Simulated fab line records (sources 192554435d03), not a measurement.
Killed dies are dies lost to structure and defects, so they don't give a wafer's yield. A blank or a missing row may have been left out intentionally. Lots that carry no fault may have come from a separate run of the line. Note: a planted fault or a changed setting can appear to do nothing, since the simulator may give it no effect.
fab line records	flow n5-finfet	part 1 of 2: steps 1 to 15 of 27
[record] lots = 5	wafers = 15	last-day = 18
route steps=1938 shown HKMG_FIN@461 GATE_CUT@465
lots with no fault: from the same line, run without faults
start-h: hours from the record's first day to the start of the lot's first wafer shown	wait-h: hours from the lot's prior step to this one	" identical to the entry in the row above	L1.1+2: a row that stands for several wafers	- value missing, or start not given	* or withheld: withheld	< > ~ a bound
route shown NAME@n: NAME is a module with steps in the file, n the number in the route of the first one	usual: mean and standard deviation over wafers with no fault	same: alike in all rows	chamber/n: place in a boat	sites: the reading at each site	_std_site: the standard deviation of these	_edge_site: outer sites' mean less inner sites'	radius-mm: how far each site lies from the wafer's centre	mask NAME#n: copy n	behind: the tool/chamber that last shaped the wafer	hold: reason for holding the lot/hours on hold/outcome of the hold	device: which transistor (n, p or np) failed to switch	end of line: at the end of the route, the tests of the same wafers	a step given without rows: its recipe and nothing more	killed: the dies lost at the first sort to structure and to defects; this is not the yield of the wafer	map: a wafer's dies, x killed, . not, _ none there
set.NAME: the setting that was run; set.NAME@STEP: the one run at that earlier step	model.NAME: the simulator's own value behind a step, which no gauge read
certain route steps with their lots: each step a table, each wafer a row
services: when a tool's chamber went out of use (start-h, in hours from the record's first day, below 0 if earlier), for how many hours, and the reason
[[steps]]
[step N5_HKMG_FIN_CMP_23]
[recipe] stop-on = SiNx	t-overpolish-s = 10	post-cmp-clean = rinse-only	down-force-psi = 4	platen-rpm = 50.289	pad-velocity-m-s = 1.0006	target-thk-nm = 46.326
[usual] motor-current-A = 11.8/1.5	overpolish-run-s = 10.000/0.0091	time-to-endpoint-s = 12.5/2
[same] t-overpolish-s = 10
lot.wafer	tool	chamber	start-h	wait-h	motor-current-A	overpolish-run-s	time-to-endpoint-s
L083.1	cmp-01	1	138.06	0.0	10.2	9.981	10.2
L083.3	"	3	"	"	11.0	10.001	9.2
L083.2	"	0	"	"	13.9	9.996	12.1
L084.3	cmp-01	3	145.93	0.1	11.4	10.007	11.0
L084.1	"	1	"	"	10.5	10.005	16.0
L084.6	"	3	"	"	12.3	9.993	12.9
L089.4	cmp-04	0	168.66	0.1	12.0	10.007	12.9
L089.1	"	1	"	"	12.1	9.988	12.4
L089.6	"	3	"	"	11.8	10.003	12.3
L091.1	cmp-02	2	182.42	0.2	15.0	10.003	15.5
L091.3	"	3	"	"	14.4	9.997	16.1
L091.5	"	0	"	"	9.8	10.003	11.4
L097.1	cmp-04	2	223.04	0.3	12.3	9.996	10.6
L097.6	"	3	"	"	11.6	10.013	9.8
L097.5	"	0	"	"	11.6	10.022	9.7
[step N5_HKMG_FIN_CMP_94]
[recipe] stop-on = SiNx	post-cmp-clean = w-dilute-nh4oh	t-overpolish-s = 4.7	down-force-psi = 4	platen-rpm = 50.289	pad-velocity-m-s = 1.0006	target-thk-nm = 43.299
[usual] motor-current-A = 11.7/1.3
[same] t-overpolish-s = 4.7
lot.wafer	tool	chamber	start-h	wait-h	motor-current-A
L083.1	cmp-01	1	138.54	0.4	10.4
L083.3	"	3	"	"	11.5
L083.2	"	0	"	"	12.5
L084.3	cmp-01	3	146.36	0.3	11.2
L084.1	"	1	"	"	10.2
L084.6	"	3	"	"	12.1
L089.4	cmp-04	0	169.09	0.3	11.8
L089.1	"	1	"	"	11.9
L089.6	"	3	"	"	12.0
L091.1	cmp-02	2	182.80	0.3	15.0
L091.3	"	3	"	"	13.4
L091.5	"	0	"	"	8.8
L097.1	cmp-04	2	223.37	0.2	11.9
L097.6	"	3	"	"	11.8
L097.5	"	0	"	"	11.3
[step N5_HKMG_FIN_INSPECT_28]
[recipe] inspect-instrument = darkfield	mode = post-cmp
[usual] raw-defect-count = 37/15
lot.wafer	tool	chamber	start-h	wait-h	raw-defect-count
L083.1	defect-inspect-01	-	138.77	0.0	25
L083.2	"	-	"	"	40
L083.3	"	-	"	"	45
L084.1	defect-inspect-02	-	146.56	0.0	43
L084.3	"	-	"	"	24
L084.6	"	-	"	"	47
L089.1	defect-inspect-02	-	169.29	0.0	49
L089.4	"	-	"	"	32
L089.6	"	-	"	"	48
L091.1	defect-inspect-02	-	182.97	0.0	27
L091.3	"	-	"	"	21
L091.5	"	-	"	"	54
L097.1	defect-inspect-02	-	223.52	0.0	24
L097.5	"	-	"	"	23
L097.6	"	-	"	"	41
[step N5_GATE_CUT_ETCHBACK_00]
[recipe] chemistry = SF6/Cl2	target = W	pressure-mtorr = 8	icp-w = 900	bias-w = 80	SF6_flow_sccm = 40	Cl2_flow_sccm = 60
[usual] bias-w = 79.93/0.21	chamber-pressure-mTorr = 8.000/0.0081	drypump-motor-current-A = 5.7/0.33	oes-product-au = 0.78/0.11	throttle-valve-pct = 27.51/0.19
lot.wafer	tool	chamber	start-h	wait-h	bias-w	chamber-pressure-mTorr	drypump-motor-current-A	oes-product-au	rf-hours-counter-h	throttle-valve-pct
L083.1	rie-metal-01	1	138.80	0.0	79.93	8.007	6.4	0.77	40	27.39
L083.2	"	1	"	"	80.34	8.001	6.4	0.77	-	27.40
L083.3	"	1	"	"	80.10	7.997	6.4	0.76	-	27.40
L084.1	rie-metal-02	0	146.59	0.0	80.29	7.998	5.4	0.91	12	27.67
L084.3	"	0	"	"	79.91	8.004	5.4	0.91	-	27.67
L084.6	"	1	"	"	80.24	8.000	5.6	0.74	-	27.35
L089.1	rie-metal-02	1	169.33	0.0	79.71	8.002	5.5	0.74	50	27.36
L089.4	"	1	"	"	79.53	7.991	5.5	0.75	-	27.36
L089.6	"	1	"	"	79.47	8.004	5.5	0.74	-	27.35
L091.1	rie-metal-02	1	183.00	0.0	79.92	8.005	5.5	0.73	51	27.37
L091.3	"	1	"	"	79.80	7.997	5.5	0.74	-	27.36
L091.5	"	1	"	"	79.81	7.997	5.5	0.74	-	27.37
L097.1	rie-metal-03	0	223.55	0.0	80.22	8.011	6.0	0.69	81	27.28
L097.5	"	1	"	"	79.94	8.005	5.8	0.63	-	27.86
L097.6	"	0	"	"	79.88	8.006	6.0	0.70	-	27.29
[step N5_GATE_CUT_ETCH_56]
[recipe] chemistry = Cl2/Ar	target = TiN	target-depth-a = 216	pressure-mtorr = 10	icp-w = 600	bias-w = 60	Cl2_flow_sccm = 40	Ar_flow_sccm = 60
[usual] bias-w = 60.00/0.19	chamber-pressure-mTorr = 10.000/0.0084	drypump-motor-current-A = 5.7/0.33	mfc-ar-sccm = 60.00/0.19	oes-product-au = 0.78/0.11	throttle-valve-pct = 20.83/0.17
lot.wafer	tool	chamber	start-h	wait-h	bias-w	chamber-pressure-mTorr	drypump-motor-current-A	mfc-ar-sccm	oes-product-au	rf-hours-counter-h	throttle-valve-pct
L083.1	rie-metal-01	1	139.04	0.2	60.18	10.007	6.3	60.04	0.76	41	20.72
L083.2	"	1	"	"	59.95	9.994	6.4	60.25	0.77	-	20.71
L083.3	"	1	"	"	60.07	10.008	6.3	59.81	0.77	-	20.71
L084.1	rie-metal-02	0	146.71	0.1	59.91	9.982	5.4	59.82	0.91	12	20.87
L084.3	"	0	"	"	59.93	9.983	5.4	59.78	0.92	-	20.89
L084.6	"	1	"	"	59.73	9.994	5.5	59.94	0.76	-	20.76
L089.1	rie-metal-02	1	169.45	0.1	60.22	9.996	5.5	60.38	0.76	50	20.75
L089.4	"	1	"	"	60.01	10.000	5.6	59.96	0.75	-	20.75
L089.6	"	1	"	"	59.91	9.997	5.5	59.79	0.75	-	20.77
L091.1	rie-metal-02	1	183.12	0.1	59.60	9.997	5.5	59.83	0.74	51	20.77
L091.3	"	1	"	"	59.75	10.004	5.5	59.81	0.75	-	20.75
L091.5	"	1	"	"	59.67	10.000	5.5	60.02	0.75	-	20.76
L097.1	rie-metal-03	0	223.67	0.1	60.33	10.004	6.0	59.79	0.70	81	20.65
L097.5	"	1	"	"	59.81	10.007	5.8	59.98	0.63	-	21.20
L097.6	"	0	"	"	60.12	9.999	6.0	59.91	0.70	-	20.65
[step N5_GATE_CUT_ETCHBACK_30]
[recipe] chemistry = Cl2/Ar	target = TiN	target-depth-a = 30	mode = isotropic	pressure-mtorr = 10	icp-w = 600	bias-w = 60	Cl2_flow_sccm = 40	Ar_flow_sccm = 60
[usual] bias-w = 60.00/0.16	chamber-pressure-mTorr = 10.000/0.0087	drypump-motor-current-A = 5.7/0.32	mfc-ar-sccm = 59.98/0.18	oes-product-au = 0.78/0.11	throttle-valve-pct = 20.84/0.17
lot.wafer	tool	chamber	start-h	wait-h	bias-w	chamber-pressure-mTorr	drypump-motor-current-A	mfc-ar-sccm	oes-product-au	rf-hours-counter-h	throttle-valve-pct
L083.1	rie-metal-01	1	139.22	0.1	60.07	10.005	6.3	59.99	0.77	41	20.71
L083.2	"	1	"	"	60.19	9.999	6.3	60.09	0.78	-	20.71
L083.3	"	1	"	"	59.90	10.018	6.3	59.93	0.77	-	20.73
L084.1	rie-metal-02	0	146.80	0.1	59.99	10.014	5.4	60.07	0.91	12	20.89
L084.3	"	0	"	"	59.81	10.006	5.4	59.87	0.91	-	20.88
L084.6	"	1	"	"	59.81	10.002	5.5	59.86	0.75	-	20.75
L089.1	rie-metal-02	1	169.54	0.1	59.93	10.003	5.5	59.98	0.75	50	20.78
L089.4	"	1	"	"	60.05	9.991	5.5	60.21	0.74	-	20.77
L089.6	"	1	"	"	60.05	9.993	5.5	59.88	0.74	-	20.77
L091.1	rie-metal-02	1	183.21	0.1	60.06	10.006	5.5	59.88	0.75	51	20.76
L091.3	"	1	"	"	60.03	10.004	5.5	59.89	0.75	-	20.77
L091.5	"	1	"	"	60.06	10.006	5.5	59.83	0.74	-	20.77
L097.1	rie-metal-03	0	223.76	0.1	60.01	10.010	6.0	59.83	0.70	81	20.64
L097.5	"	1	"	"	59.81	9.989	5.8	59.72	0.63	-	21.20
L097.6	"	0	"	"	59.87	10.000	6.0	59.76	0.69	-	20.68
[step N5_GATE_CUT_VAPOR_ETCH_60]
[recipe] chemistry = BCl3/Cl2	target = HfO2	mode = isotropic
[usual] drypump-motor-current-A = 5.7/0.32	oes-product-au = 0.78/0.11
lot.wafer	tool	chamber	start-h	wait-h	drypump-motor-current-A	oes-product-au
L083.1	rie-metal-01	1	139.28	0.1	6.3	0.77
L083.2	"	1	"	"	6.3	0.78
L083.3	"	1	"	"	6.3	0.77
L084.1	rie-metal-02	0	146.83	0.0	5.4	0.90
L084.3	"	0	"	"	5.4	0.90
L084.6	"	1	"	"	5.5	0.74
L089.1	rie-metal-02	1	169.57	0.0	5.5	0.74
L089.4	"	1	"	"	5.5	0.75
L089.6	"	1	"	"	5.5	0.75
L091.1	rie-metal-02	1	183.24	0.0	5.5	0.74
L091.3	"	1	"	"	5.5	0.74
L091.5	"	1	"	"	5.5	0.74
L097.1	rie-metal-03	0	223.79	0.0	6.0	0.70
L097.5	"	1	"	"	5.8	0.63
L097.6	"	0	"	"	6.0	0.70
[step N5_GATE_CUT_ETCH_58]
[recipe] chemistry = CH3F/O2	target = SiNx	target-depth-a = 170	time-s = 128.6	ion-energy-ev = 50	pressure-mtorr = 30	source-w = 415	bias-w = 21	Ar_flow_sccm = 150	CH3F_flow_sccm = 30	O2_flow_sccm = 20
[usual] O2_flow_sccm = 20.00/0.058	bias-w = 21.01/0.054	chamber-pressure-mTorr = 30.00/0.031	drypump-motor-current-A = 5.9/0.57	mfc-ar-sccm = 150.0/0.49	oes-product-au = 0.77/0.098	rf-vpp-V = 99.1/1	showerhead-plenum-p-Torr = 2.01/0.081	throttle-valve-pct = 16.32/0.23
lot.wafer	tool	chamber	start-h	wait-h	O2_flow_sccm	bias-w	chamber-pressure-mTorr	drypump-motor-current-A	mfc-ar-sccm	oes-product-au	rf-hours-counter-h	rf-vpp-V	showerhead-plenum-p-Torr	throttle-valve-pct
L083.1	rie-diel-04	1	139.37	0.1	20.05	21.05	29.99	5.4	150.1	0.68	249	100.0	2.06	16.64
L083.2	"	0	"	"	19.98	21.00	30.02	5.4	149.6	0.79	144	100.1	2.09	16.46
L083.3	"	3	"	"	19.96	21.01	29.94	6.8	148.9	0.69	197	99.8	1.90	16.20
L084.1	rie-diel-04	1	146.91	0.1	19.92	20.97	29.99	5.4	149.8	0.68	252	99.4	2.06	16.63
L084.3	"	0	"	"	19.99	21.00	30.01	5.4	149.9	0.78	148	99.6	2.09	16.47
L084.6	"	1	"	"	20.00	21.02	29.99	5.4	150.0	0.69	-	99.9	2.06	16.66
L089.1	rie-diel-01	1	169.62	0.0	20.07	21.07	30.04	4.7	149.6	0.98	2	100.2	2.05	16.21
L089.4	"	2	"	"	20.00	21.02	30.00	6.6	149.5	0.68	248	97.7	1.97	16.70
L089.6	"	0	"	"	19.98	21.10	30.00	5.8	150.5	0.95	-	99.9	2.12	16.00
L091.1	rie-diel-03	0	183.36	0.1	19.96	21.07	29.96	5.1	150.2	0.73	166	98.8	1.92	16.19
L091.3	"	3	"	"	20.01	21.04	29.99	6.4	149.9	0.94	11	99.5	2.13	15.93
L091.5	"	2	"	"	19.94	21.00	30.00	5.4	151.1	0.73	-	99.0	1.99	16.46
L097.1	rie-diel-04	2	223.96	0.2	19.98	21.00	30.01	6.1	150.4	0.70	241	99.9	1.97	16.52
L097.5	"	2	"	"	20.02	21.01	29.99	6.1	150.4	0.70	-	99.5	1.97	16.52
L097.6	"	3	"	"	20.08	21.02	30.04	6.8	149.9	0.67	-	97.9	1.89	16.23
[step N5_GATE_CUT_STRIP_59]
[recipe] chemistry = N2/H2	time-s = 20	power-w = 100	temp-c = 40	pressure-mtorr = 100	rf-frequency-hz = 6e+07	bias-power-w = 3	n2-flow-sccm = 300	h2-flow-sccm = 300
[usual] chamber-pressure-mTorr = 100.00/0.086	drypump-motor-current-A = 5.9/0.58	oes-product-au = 0.77/0.099	rf-vpp-V = 45.2/0.92	showerhead-plenum-p-Torr = 3.38/0.13	throttle-valve-pct = 12.21/0.27
lot.wafer	tool	chamber	start-h	wait-h	chamber-pressure-mTorr	drypump-motor-current-A	oes-product-au	rf-hours-counter-h	rf-vpp-V	showerhead-plenum-p-Torr	throttle-valve-pct
L083.1	rie-diel-04	1	139.47	0.1	99.90	5.4	0.68	249	44.7	3.44	12.49
L083.2	"	0	"	"	100.01	5.4	0.78	144	45.0	3.52	12.37
L083.3	"	3	"	"	99.93	6.8	0.70	197	45.5	3.22	12.11
L084.1	rie-diel-04	1	147.02	0.1	99.96	5.4	0.68	252	46.1	3.44	12.50
L084.3	"	0	"	"	99.97	5.4	0.78	148	45.0	3.52	12.39
L084.6	"	1	"	"	99.88	5.4	0.68	-	44.9	3.44	12.51
L089.1	rie-diel-01	1	169.72	0.1	99.95	4.7	0.96	2	45.7	3.46	11.99
L089.4	"	2	"	"	99.81	6.6	0.67	248	45.9	3.32	12.65
L089.6	"	0	"	"	99.94	5.9	0.94	-	45.2	3.58	11.81
L091.1	rie-diel-03	0	183.46	0.1	99.95	5.1	0.74	167	46.2	3.23	12.12
L091.3	"	3	"	"	99.91	6.5	0.93	12	45.3	3.58	11.78
L091.5	"	2	"	"	100.02	5.5	0.73	-	46.2	3.35	12.46
L097.1	rie-diel-04	2	224.06	0.1	99.98	6.2	0.70	241	45.4	3.33	12.52
L097.5	"	2	"	"	100.13	6.1	0.70	-	46.1	3.33	12.54
L097.6	"	3	"	"	100.05	6.8	0.68	-	44.9	3.20	12.17
[step N5_GATE_CUT_PRECLEAN_31]
[recipe] temp-c = 23	chemistry = DIW	time-s = 300
lot.wafer	tool	chamber	start-h	wait-h
L083.1+2+3	wet-bench-04	6,5,7	139.55	0.1
L084.1+3+6	wet-bench-02	1,0,2	147.10	0.1
L089.1+4+6	wet-bench-04	4,1,5	169.80	0.1
L091.1+3+5	wet-bench-02	3,7,2	183.54	0.1
L097.1+5+6	wet-bench-02	0,4,2	224.14	0.1
[step N5_GATE_CUT_SRD_32]
[recipe] time-s = 30	temp-c = 23	rinse-liquid = diw	dry = ipa-marangoni
lot.wafer	tool	chamber	start-h	wait-h
L083.1+2+3	wet-bench-04	6,5,7	139.64	0.0
L084.1+3+6	wet-bench-02	1,0,2	147.18	0.0
L089.1+4+6	wet-bench-04	4,1,5	169.89	0.0
L091.1+3+5	wet-bench-02	3,7,2	183.63	0.0
L097.1+5+6	wet-bench-02	0,4,2	224.23	0.0
[step N5_GATE_CUT_SAC_CAP_01]
[recipe] material = SiNx	target-thk-a = 240	temp-c = 400	ald-precursor-family = SiH2I2	ald-co-reactant = N2/H2-plasma	pulse-time-s = 1	ald-cycles = 480	purge-time-s = 2	co-reactant-purge-time-s = 2	pressure-torr = 2
[usual] chamber-pressure-Torr = 2.000/0.004	heater-power-w = 846/65	precursor-pulse-height-rel = 0.994/0.021	susceptor-temp-C = 400.03/0.21
lot.wafer	tool	chamber	start-h	wait-h	chamber-pressure-Torr	heater-power-w	precursor-pulse-height-rel	susceptor-temp-C
L083.1	ald-sin-04	3	139.77	0.1	2.008	868	0.958	399.93
L083.2	"	2	"	"	1.998	832	0.947	399.98
L083.3	"	1	"	"	1.996	806	0.988	400.02
L084.1	ald-sin-04	2	147.23	0.0	2.000	846	0.983	400.32
L084.3	"	3	"	"	1.995	869	1.009	400.11
L084.6	"	1	148.32	1.1	2.005	816	1.037	399.96
L089.1	ald-sin-01	3	169.94	0.0	2.003	909	0.996	400.30
L089.4	"	2	"	"	2.002	847	1.012	399.96
L089.6	"	0	171.03	1.1	2.004	863	0.995	400.00
L091.1	ald-sin-01	0	183.67	0.0	2.000	827	0.983	400.21
L091.3	"	2	"	"	2.003	837	1.019	400.02
L091.5	"	3	184.76	1.1	1.998	908	0.976	400.18
L097.1	ald-sin-03	1	224.28	0.0	1.999	863	1.013	400.05
L097.5	"	3	225.36	1.1	2.001	996	0.995	400.20
L097.6	"	2	"	"	2.001	843	0.997	399.94
[step N5_GATE_CUT_PECVD_57]
[recipe] material = SiNx	target-thk-a = 210	temp-c = 400	precursor = SiH4/NH3/N2	pressure-torr = 1.5	rf-w = 300
[usual] chamber-pressure-Torr = 1.500/0.0035	heater-power-w = 787/140	showerhead-plenum-p-Torr = 5.15/0.038	susceptor-temp-C = 400.01/0.22	throttle-valve-pct = 40.2/2.9
lot.wafer	tool	chamber	start-h	wait-h	chamber-pressure-Torr	heater-power-w	showerhead-plenum-p-Torr	susceptor-temp-C	throttle-valve-pct
L083.1	pecvd-03	2	141.98	1.1	1.504	913	5.15	399.73	39.6
L083.2	"	1	"	"	1.503	740	5.15	400.24	44.1
L083.3	"	0	"	"	1.502	627	5.15	400.00	42.8
L084.1	pecvd-03	1	149.42	1.1	1.506	716	5.15	399.62	44.5
L084.3	"	2	"	"	1.500	928	5.14	400.30	39.6
L084.6	"	1	"	"	1.501	735	5.16	399.83	44.1
L089.1	pecvd-03	1	172.14	1.1	1.507	603	5.15	400.05	44.2
L089.4	"	1	"	"	1.503	619	5.14	400.09	44.4
L089.6	"	0	"	"	1.503	544	5.14	399.99	42.7
L091.1	pecvd-01	0	185.87	1.1	1.498	743	5.17	400.02	42.7
L091.3	"	1	"	"	1.497	609	5.13	400.12	41.4
L091.5	"	2	"	"	1.503	731	5.17	400.08	35.3
L097.1	pecvd-03	1	226.47	1.1	1.500	625	5.14	399.58	44.2
L097.5	"	2	"	"	1.497	883	5.13	399.90	40.1
L097.6	"	1	"	"	1.499	608	5.13	399.60	44.1
[step N5_GATE_CUT_CMP_02]
[recipe] stop-on = SiO2	t-overpolish-s = 12.7	post-cmp-clean = alkaline-brush	down-force-psi = 2.5	platen-rpm = 51.8	pad-velocity-m-s = 1.0307	target-thk-nm = 0
[usual] motor-current-A = 9.0/1.2	overpolish-run-s = 12.701/0.0091	time-to-endpoint-s = 25.7/2.1
[same] t-overpolish-s = 12.7
lot.wafer	tool	chamber	start-h	wait-h	motor-current-A	overpolish-run-s	time-to-endpoint-s
L083.2	cmp-01	1	142.09	0.1	7.8	12.706	24.6
L083.3	"	2	"	"	7.7	12.704	27.1
L083.1	"	3	"	"	9.0	12.707	23.2
L084.1	cmp-02	1	149.50	0.1	8.3	12.696	22.5
L084.3	"	2	"	"	11.5	12.706	24.5
L084.6	"	2	"	"	11.9	12.698	23.0
L089.1	cmp-01	2	172.21	0.1	7.7	12.717	26.9
L089.4	"	3	"	"	8.0	12.679	28.8
L089.6	"	2	"	"	8.0	12.697	28.1
L091.1	cmp-02	0	186.02	0.1	7.2	12.702	24.0
L091.3	"	1	"	"	7.8	12.711	24.3
L091.5	"	2	"	"	11.6	12.688	27.1
L097.1	cmp-01	1	226.62	0.1	7.7	12.707	23.7
L097.5	"	3	"	"	8.7	12.696	23.7
L097.6	"	0	"	"	8.8	12.700	24.9
[step N5_GATE_CUT_HM_DEP_46]
[recipe] material = SiO2	target-thk-a = 1300	temp-c = 400	precursor = TEOS/O2	pressure-torr = 6.5	rf-w = 900	teos-flow-sccm = 161.4	gas = O2	flow-sccm = 2650	time-s = 26.6
[usual] chamber-pressure-Torr = 6.497/0.016	heater-power-w = 573/140	showerhead-plenum-p-Torr = 8.350/0.021	susceptor-temp-C = 400.01/0.21	throttle-valve-pct = 18.8/1.3
lot.wafer	tool	chamber	start-h	wait-h	chamber-pressure-Torr	heater-power-w	showerhead-plenum-p-Torr	susceptor-temp-C	throttle-valve-pct
L083.1	pecvd-04	2	142.39	0.0	6.522	589	8.362	399.75	18.4
L083.2	"	1	"	"	6.500	814	8.289	399.71	18.0
L083.3	"	0	"	"	6.491	625	8.380	399.95	17.0
L084.1	pecvd-01	1	149.83	0.0	6.494	397	8.354	399.72	19.2
L084.3	"	0	"	"	6.481	595	8.358	400.02	19.7
L084.6	"	2	"	"	6.471	570	8.377	399.87	16.6
L089.1	pecvd-01	1	172.54	0.0	6.490	396	8.341	399.93	19.4
L089.4	"	2	"	"	6.517	518	8.366	400.01	16.9
L089.6	"	0	"	"	6.496	566	8.348	399.78	19.8
L091.1	pecvd-03	0	186.27	0.0	6.513	450	8.324	399.90	20.4
L091.3	"	1	"	"	6.495	473	8.345	399.89	20.5
L091.5	"	1	"	"	6.500	465	8.360	399.95	20.9
L097.1	pecvd-03	1	226.87	0.0	6.492	522	8.347	400.09	20.8
L097.5	"	0	"	"	6.499	417	8.362	399.54	20.0
L097.6	"	2	"	"	6.433	729	8.344	400.13	18.7
